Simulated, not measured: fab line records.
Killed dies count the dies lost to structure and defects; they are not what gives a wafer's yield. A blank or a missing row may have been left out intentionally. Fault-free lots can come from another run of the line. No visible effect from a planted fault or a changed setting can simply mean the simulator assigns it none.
Which tool is to blame? | flow nandHarc | 11 lots (33 wafers sampled), 1 step of a 1159-step route

WHAT THE GAUGES READ, wafer by wafer
NHARC_A_CONTACT_OVL_MEAS_09.
lot  | measured     | on         | overlayXNm (nm) | overlayYNm (nm)
L776 | day 16 18:57 | overlay-01 | -0.4 -0.2 -0.5  | -0.4 -0.6 -0.3
L775 | day 17 01:00 | overlay-01 | -1.0 -0.9 -0.5  | -0.5 -0.2 -0.3
L778 | day 17 06:11 | overlay-02 | -0.6 -0.7 -1.0  | 0.1 0.4 0.6
L777 | day 17 07:24 | overlay-02 | 0.0 -0.6 0.4    | -0.1 -0.1 -0.5
L780 | day 18 16:50 | overlay-02 | -0.5 -0.2 -0.2  | -1.1 -1.1 -1.1
L783 | day 18 20:23 | overlay-01 | 1.2 0.6 0.9     | 0.4 0.9 0.6
L785 | day 19 06:43 | overlay-02 | -0.2 -0.5 -0.7  | 1.2 1.4 1.1
L784 | day 19 08:50 | overlay-02 | 0.2 0.3 0.0     | 0.3 0.1 0.1
L788 | day 19 23:08 | overlay-01 | 0.5 0.3 1.0     | 0.2 0.1 -0.1
L787 | day 20 01:44 | overlay-01 | -0.7 -0.4 -1.1  | -0.1 0.3 0.1
L796 | day 22 05:20 | overlay-02 | 0.4 0.4 0.6     | -1.0 -1.4 -1.3

EACH LOT AND THE TOOL THAT RAN IT (in order: tool; ch and the chambers of the sampled wafers; start)
Record: no process step prior to these readings.

WHAT THE TOOLS THEMSELVES READ (means of the sampled wafers that have a number; where no wafer has one, the mark that the record gives instead)
The record holds no such reading with a usual standard deviation.

THE ANSWER, worked out from the rows above alone
Rule: what is usual is taken from the lots themselves. Put in order of their means at a reading, lots are off if they are a third of the lots or fewer, leave a main group of 4 or more, and stand apart from it by a gap of 3 or more times the standard deviation of the main group's means; of several such gaps the widest counts. The tables above print the reading to a certain number of digits; a main group whose means all agree to those digits is not used. A lot without any number at a reading at which 4 lots or more have one is off too. The other lots that the step has rows for count as sound. After the gauges, taken in route order, come the tools' own readings; for these a lot's mean is taken, as printed above. The first step at which some lot is off is used, and at that step the reading that is off furthest; a lot without a number counts as furthest.
No lot is off at any reading shown: from this, nothing can be told.

WHAT HAD BEEN PUT IN BY THE SIMULATOR
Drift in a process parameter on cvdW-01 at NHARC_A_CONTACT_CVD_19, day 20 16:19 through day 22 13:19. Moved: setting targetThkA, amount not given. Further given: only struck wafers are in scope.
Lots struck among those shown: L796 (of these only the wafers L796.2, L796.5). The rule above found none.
